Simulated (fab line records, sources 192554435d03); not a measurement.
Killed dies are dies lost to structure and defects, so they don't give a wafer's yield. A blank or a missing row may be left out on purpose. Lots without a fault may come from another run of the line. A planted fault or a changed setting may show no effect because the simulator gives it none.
Split-lot experiment | flow n5_finfet | 7 lots, 21 wafers read, on a route of 1938 steps

THE SPLIT
At N5_BEOL_M5_COAT_22 (resist thk 30 nm), the setting spin_rpm was moved away from the recipe's 1500 rpm on 7 of the 21 wafers read, by -8.9% to -3.1%. The other wafers ran this setting at the recipe's value.

FROM THE SPLIT TO THE READING: what the file shows between them, 7 steps
- N5_BEOL_M5_EBR_24
- N5_BEOL_M5_SOFTBAKE_23: time 60 s
- N5_BEOL_M5_EXPOSE_25: exposes mask V4, defocus 10 nm
- N5_BEOL_M5_PEB_26: peb time 60 s
- N5_BEOL_M5_DEVELOP_27: develop time 30 s
- N5_BEOL_M5_DESCUM_33: chemistry O2, time 7 s
- N5_BEOL_M5_ETCH_75: etches underlayer in N2/H2, target depth 6.5 nm, time 5.2 s

THE READING
CAR-EUV_of_BEOL_M5_COAT_22.thk_nm (the simulator's own value, which no gauge read), in nm, at N5_BEOL_M5_ETCH_67 (etches SiARC in CF4, target depth 15.6 nm, time 26 s). The file gives no usual value for it. The 14 wafers here that ran the recipe average 11.1 nm, standard deviation 0.14 nm.

wafer  | tool, chamber at the split | spin_rpm as run, rpm | against the recipe | CAR-EUV_of_BEOL_M5_COAT_22.thk_nm, nm | against lot-mates on the recipe
L074.1 | litho_track-02, 0          | 1500                 | recipe             | 11                                    | -
L074.4 | litho_track-02, 0          | 1500                 | recipe             | 11.2                                  | -
L074.5 | litho_track-02, 0          | 1500                 | recipe             | 11.2                                  | -
L080.2 | litho_track-03, 0          | 1500                 | recipe             | 10.8                                  | -
L080.4 | litho_track-03, 0          | 1500                 | recipe             | 11                                    | -
L080.5 | litho_track-03, 0          | 1500                 | recipe             | 11                                    | -
L081.2 | litho_track-01, 0          | 1392                 | -7.2%              | 12.4                                  | +1.0
L081.5 | litho_track-01, 0          | 1500                 | recipe             | 11.4                                  | -
L081.6 | litho_track-01, 0          | 1392                 | -7.2%              | 12.4                                  | +1.0
L085.3 | litho_track-03, 0          | 1500                 | recipe             | 11.2                                  | -
L085.4 | litho_track-03, 0          | 1453                 | -3.1%              | 11.6                                  | +0.5
L085.6 | litho_track-03, 0          | 1500                 | recipe             | 11                                    | -
L087.1 | litho_track-02, 0          | 1500                 | recipe             | 11                                    | -
L087.2 | litho_track-02, 0          | 1500                 | recipe             | 11                                    | -
L087.4 | litho_track-02, 0          | 1500                 | recipe             | 11                                    | -
L091.1 | litho_track-02, 0          | 1367                 | -8.9%              | 12.4                                  | +1.2
L091.2 | litho_track-02, 0          | 1500                 | recipe             | 11.2                                  | -
L091.6 | litho_track-02, 0          | 1367                 | -8.9%              | 12.6                                  | +1.4
L095.2 | litho_track-03, 0          | 1377                 | -8.2%              | 12.4                                  | +1.4
L095.3 | litho_track-03, 0          | 1500                 | recipe             | 11                                    | -
L095.6 | litho_track-03, 0          | 1377                 | -8.2%              | 12.4                                  | +1.4

THE FIT
A straight line over all 21 wafers: CAR-EUV_of_BEOL_M5_COAT_22.thk_nm changes by -0.167 nm for each +1% of spin_rpm; r = -0.98; the points scatter about the line by 0.14 nm.
The same after taking each lot's own level away (the mean of its wafers on the recipe; 21 wafers): -0.153 nm for each +1%; r = -0.99; scatter 0.093 nm.
On that fit, the largest move of spin_rpm shifts the reading by 1.4 nm.
The lots' own levels span 10.93 to 11.40 nm, that is 3.3 times the standard deviation above.
So the lot-to-lot level changes the slope little: the two slopes agree.
Check: with one of the wafers moved furthest among these (-8.9%) left out of the fit, the line predicts +1.39 nm for it against its lot-mates. It came out at +1.2 nm against them.

OTHER SPLITS ON THESE WAFERS
These wafers also went through other splits before the reading. Each is held against what the fit with the lots' levels taken away leaves over:
other split on the same wafers | wafers away from the commonest value | r with CAR-EUV_of_BEOL_M5_COAT_22.thk_nm (lot level and that fit taken away)
N5_BEOL_M4_DESCUM_16 time_s    | 7                                    | +0.40
N5_BEOL_M4_EXPOSE_25 dose_mj   | 7                                    | +0.24
N5_BEOL_M4_ETCH_70 bias_w      | 5                                    | -0.31
N5_BEOL_M5_COAT_66 spin_rpm    | 4                                    | +0.27

THE WHOLE CHAIN: every reading that the file lists as answering this split, in the file's order
step                  | what it does                                         | reading                                                                            | change (the file's fit)               | r (the file's)
N5_BEOL_M5_COAT_22    | resist thk 30 nm                                     | CAR-EUV_of_BEOL_M5_COAT_22.thk_nm (the simulator's own value, which no gauge read) | -0.166 nm for each +1% of the setting | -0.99
N5_BEOL_M5_DEVELOP_27 | develop time 30 s                                    | CAR-EUV_of_BEOL_M5_COAT_22.thk_nm (the simulator's own value, which no gauge read) | -0.164 nm for each +1% of the setting | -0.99
N5_BEOL_M5_ETCH_67    | etches SiARC in CF4, target depth 15.6 nm, time 26 s | CAR-EUV_of_BEOL_M5_COAT_22.thk_nm (the simulator's own value, which no gauge read) | -0.153 nm for each +1% of the setting | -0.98

THE FILE'S OWN FIT
CAR-EUV_of_BEOL_M5_COAT_22.thk_nm changes by -0.153 nm for each +1% of spin_rpm, r = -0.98.
